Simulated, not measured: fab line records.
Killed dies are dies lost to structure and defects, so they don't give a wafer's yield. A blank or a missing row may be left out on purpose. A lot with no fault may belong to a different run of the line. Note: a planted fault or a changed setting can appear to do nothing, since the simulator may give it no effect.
What tool caused it? -- flow n5_finfet -- Sampling: 11 lots, 30 wafers, 4 of 1938 route steps

WHAT EACH GAUGE READ, for each wafer
Not one reading of a measure or inspect step in the record can be checked against a usual standard deviation.

WHICH TOOL RAN EACH LOT (tool, then ch and the chambers of the sampled wafers, then the start)
lot,N5_BEOL_M10_ETCH_61,N5_BEOL_M10_STRIP_67,N5_BEOL_M10_VIA_ETCH_34,N5_BEOL_M10_PRE_CLEAN_45
L442,"rie_diel-04 ch 1,2,3, day 10 15:54","rie_diel-04 ch 1,2,3, day 10 16:05","rie_diel-01 ch 0,1,2, day 10 19:39","pvd_sputter-03, day 10 20:32"
L443,"rie_diel-01 ch 0,1,3, day 11 03:38","rie_diel-01 ch 0,1,3, day 11 03:50","rie_diel-01 ch 0,3, day 11 07:06","pvd_sputter-03, day 11 09:52"
L445,"rie_diel-03 ch 0,2,3, day 11 09:14","rie_diel-03 ch 0,2,3, day 11 09:26","rie_diel-01 ch 0,2, day 11 11:15","pvd_sputter-03, day 11 13:19"
L448,"rie_diel-04 ch 0,1, day 11 21:31","rie_diel-04 ch 0,1, day 11 21:42","rie_diel-01 ch 1,2, day 12 00:46","pvd_sputter-03, day 12 02:07"
L449,"rie_diel-01 ch 1,3, day 12 14:27","rie_diel-01 ch 1,3, day 12 14:39","rie_diel-03 ch 0,1, day 12 18:01","pvd_sputter-03, day 12 19:28"
L451,"rie_diel-04 ch 0,1, day 12 23:09","rie_diel-04 ch 0,1, day 12 23:21","rie_diel-01 ch 1, day 13 00:50","pvd_sputter-02, day 13 02:00"
L450,"rie_diel-04 ch 1,2, day 12 23:44","rie_diel-04 ch 1,2, day 12 23:56","rie_diel-01 ch 2,3, day 13 01:19","pvd_sputter-03, day 13 03:20"
L454,"rie_diel-03 ch 1,3, day 14 00:03","rie_diel-03 ch 1,3, day 14 00:15","rie_diel-01 ch 1,3, day 14 01:18","pvd_sputter-03, day 14 04:05"
L460,"rie_diel-04 ch 1,2,3, day 15 03:55","rie_diel-04 ch 1,2,3, day 15 04:07","rie_diel-04 ch 1,2,3, day 15 05:18","pvd_sputter-01, day 15 06:50"
L462,"rie_diel-03 ch 2,3, day 15 15:47","rie_diel-03 ch 2,3, day 15 15:59","rie_diel-03 ch 1,2, day 15 17:05","pvd_sputter-02, day 15 18:18"
L465,"rie_diel-04 ch 2,3, day 16 08:03","rie_diel-04 ch 2,3, day 16 08:15","rie_diel-03 ch 1,2,3, day 16 09:55","pvd_sputter-03, day 16 11:05"
- N5_BEOL_M10_ETCH_61: etches SiARC in CF4, target depth 39 nm, time 65 s.
- N5_BEOL_M10_STRIP_67: strips in CF4.
- N5_BEOL_M10_VIA_ETCH_34: etches SiCOH lowk in C4F6/O2, target depth 184.5 nm, time 69.2 s.
- N5_BEOL_M10_PRE_CLEAN_45: time 30 s.

WHAT THE TOOLS THEMSELVES READ (means of the sampled wafers that have a number; where no wafer has one, the mark that the record gives instead)
N5_BEOL_M10_ETCH_61.
lot,tool,drypump_motor_current_A (A),etch_rf_on_time_s (s),oes_product_au (a.u.),rf_vpp_V (V),showerhead_plenum_p_Torr (Torr),throttle_valve_pct (%)
L442,rie_diel-04,5.8,66.1,0.67,185.1,2.25,15.8
L443,rie_diel-01,5.9,64.5,0.63,183.0,2.07,15.6
L445,rie_diel-03,5.5,64.6,0.68,184.2,2.12,15.8
L448,rie_diel-04,5.9,64.8,0.70,184.0,2.20,15.5
L449,rie_diel-01,5.8,63.6,0.70,183.3,2.07,15.7
L451,rie_diel-04,5.8,63.8,0.70,184.7,2.17,15.4
L450,rie_diel-04,5.9,66.2,0.65,184.6,2.23,15.9
L454,rie_diel-03,6.1,64.0,0.67,184.1,2.07,15.6
L460,rie_diel-04,5.8,65.5,0.65,185.8,2.24,15.8
L462,rie_diel-03,5.8,64.6,0.61,183.2,2.09,16.0
L465,rie_diel-04,5.6,66.0,0.62,185.7,2.21,16.0

N5_BEOL_M10_STRIP_67.
lot,tool,drypump_motor_current_A (A),oes_product_au (a.u.),rf_vpp_V (V),showerhead_plenum_p_Torr (Torr),throttle_valve_pct (%)
L442,rie_diel-04,5.8,0.79,271.7,1.88,13.7
L443,rie_diel-01,5.9,0.74,270.9,1.75,13.6
L445,rie_diel-03,5.5,0.79,271.4,1.78,13.8
L448,rie_diel-04,6.0,0.83,271.9,1.84,13.4
L449,rie_diel-01,5.8,0.81,270.0,1.74,13.6
L451,rie_diel-04,5.8,0.81,271.6,1.81,13.4
L450,rie_diel-04,5.9,0.77,271.6,1.87,13.8
L454,rie_diel-03,6.1,0.78,269.4,1.73,13.6
L460,rie_diel-04,5.8,0.77,272.8,1.87,13.8
L462,rie_diel-03,5.7,0.71,270.3,1.76,14.0
L465,rie_diel-04,5.6,0.73,272.9,1.85,14.0

N5_BEOL_M10_VIA_ETCH_34.
lot,tool,drypump_motor_current_A (A),oes_o_777_au (a.u.),oes_product_au (a.u.),rf_vpp_V (V),run_length_s (s),showerhead_plenum_p_Torr (Torr),throttle_valve_pct (%)
L442,rie_diel-01,6.1,0.72,0.71,667,91.8,2.78,20.77
L443,rie_diel-01,5.9,0.79,0.78,666,92.1,2.73,20.72
L445,rie_diel-01,6.1,0.77,0.75,668,92.0,2.76,20.65
L448,rie_diel-01,6.1,0.78,0.77,666,91.9,2.80,20.76
L449,rie_diel-03,5.5,0.84,0.87,670,92.6,2.77,20.70
L451,rie_diel-01,6.0,0.93,0.94,665,99.0,2.79,20.56
L450,rie_diel-01,6.0,0.72,0.71,664,98.8,2.77,21.00
L454,rie_diel-01,5.8,0.83,0.82,663,98.8,2.75,20.85
L460,rie_diel-04,5.8,0.74,0.76,673,91.9,2.98,21.18
L462,rie_diel-03,5.8,0.77,0.75,663,92.9,2.87,21.08
L465,rie_diel-03,5.9,0.75,0.75,659,92.5,2.80,21.06

N5_BEOL_M10_PRE_CLEAN_45.
lot,tool,heater_power_w (W)
L442,pvd_sputter-03,336
L443,pvd_sputter-03,345
L445,pvd_sputter-03,356
L448,pvd_sputter-03,340
L449,pvd_sputter-03,352
L451,pvd_sputter-02,312
L450,pvd_sputter-03,340
L454,pvd_sputter-03,339
L460,pvd_sputter-01,330
L462,pvd_sputter-02,300
L465,pvd_sputter-03,347

THE ANSWER, worked out from the rows above alone
Rule: the lots themselves supply what counts as usual. Put in order of their means at a reading, lots are off if they are a third of the lots or fewer, leave a main group of 4 or more, and stand apart from it by a gap of 3 or more times the standard deviation of the main group's means; of several such gaps the widest counts. A main group whose means are all the same, to the digits that the tables above print for the reading, isn't used. A lot without any number at a reading at which 4 lots or more have one is off too. Any other lot the step has rows for is counted as sound. Order of review: gauges by route order, followed by the tools' own readings, for which a lot's mean as printed above is used. The first step at which some lot is off is used, and at that step the reading that is off furthest; a lot without a number counts as furthest.
Off at N5_BEOL_M10_VIA_ETCH_34 (run_length_s): L451, L450, L454. The main group: mean 92.2 s, standard deviation 0.38.
If a tool, at that step or one of the process steps before it, ran each lot that is off and ran no sound lot following the first of them, it fits. One candidate fits, namely rie_diel-01 at N5_BEOL_M10_VIA_ETCH_34. A fault onset in the window from L448 (day 12 00:46, its last sound lot) to L451 (day 13 00:50, its first lot off) fits.
On the lots that are off, the tool's own readings at N5_BEOL_M10_VIA_ETCH_34 differ by more than 5 times the standard deviation of the sound lots' means, which bears it out; run_length_s reads 98.9 s there versus 92.2 s on the sound lots.

WHAT THE SIMULATOR HAD PUT IN
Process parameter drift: rie_diel-01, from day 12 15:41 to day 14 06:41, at N5_BEOL_M10_VIA_ETCH_34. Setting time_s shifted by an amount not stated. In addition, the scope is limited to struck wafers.
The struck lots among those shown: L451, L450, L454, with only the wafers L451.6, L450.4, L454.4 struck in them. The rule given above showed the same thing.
